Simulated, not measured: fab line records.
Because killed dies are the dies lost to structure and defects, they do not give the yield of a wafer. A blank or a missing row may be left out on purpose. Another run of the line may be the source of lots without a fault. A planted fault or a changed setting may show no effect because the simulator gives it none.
8D (eight disciplines) problem report, filled in by code    flow nand-harc    the parts of the form that need people (team, actions taken, sign-off) are left out

## 1. PROBLEM STATEMENT
Wafers without a fault read 374, standard deviation 84; raw-defect-count at NHARC_A_SIN_REMOVE_INSPECT_04 reads a mean of 1799 on 9 wafers belonging to 3 lots. Relative to the usual mean, that is a shift of +17 standard deviations.
First seen on wafer L270.2, day 22 04:44, on defect-inspect-01. The record has a number at this step for 36 wafers belonging to 12 lots. The rule behind "out" and "out of limits": a value lying over 4 standard deviations away from the usual mean. The other wafers with a number count as sound.

## 2. WHAT THIS IS AND IS NOT
question                     is                                    is not
which readings at this step  raw-defect-count                      -
which lots                   L270, L271, L272                      L277, L280, L281, L282, L283, L285, L286, L288, L289
which wafers of those lots   all that have a number                -
read on which gauges         defect-inspect-01, defect-inspect-02  -
when                         from day 22 04:44                     up to then (0 sound wafers); but 27 sound wafers of L277, L280, L281, L282, L283, L285, L286, L288, L289 came after

## 3. THE SUSPECTS, EACH WITH WHAT RULES IT OUT
Counting: a tool at a process step up to the reading stays a suspect if it ran every lot that is out and no sound lot after the first of them.
- the gauge at NHARC_A_SIN_REMOVE_INSPECT_04 is ruled out. Those wafers that are out were read across 2 gauges (defect-inspect-01, defect-inspect-02).
- wet-bench-06 at NHARC_A_SLIT_PRECLEAN_19 (cleans in SC1): ruled out as a lasting fault. Sound lots L281, L280, L283, L285, L288 ran on it after its first lot that is out, L270 (day 21 22:21).
Left after counting: nothing in the record.

## 4. THE CAUSE (what the simulator had put in)
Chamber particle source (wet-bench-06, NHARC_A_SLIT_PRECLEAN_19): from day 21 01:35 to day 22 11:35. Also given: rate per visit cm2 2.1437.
Counting ruled it out, wrongly: the rule takes a fault to strike every lot that its tool runs from its start on, and this one did not.

## 5. SEQUENCE OF EFFECTS, ordered by route
Each row: a reading whose mean over the struck wafers that have a number lies more than 3 standard deviations from the usual. Only readings whose record carries a usual standard deviation are examined. hours: median over the lots of the time between each lot's start at the first step of this table that gives one and its start at this step. sigmas: the change, counted in usual standard deviations.
hours  step                           reading           usual  on struck wafers  change  sigmas
0      NHARC_A_SIN_REMOVE_INSPECT_04  raw-defect-count  374    1799              +1425   +17
98     NHARC_END_SORT_01              killed-at-array   56     135               +79     +3.7
98     NHARC_END_SORT_01              killed-dies       61     140               +79     +3.7

## 6. WHAT WOULD HAVE CAUGHT IT SOONER
Counted from the fault's start at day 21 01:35, it took 27 hours until the first out-of-limits reading at a measuring or inspecting step in this record, taken at day 22 04:44.
Tool readings at NHARC_A_SLIT_PRECLEAN_19 with a usual standard deviation given in the record: none out on any struck wafer, hence no alarm at a limit of 4 standard deviations on them.
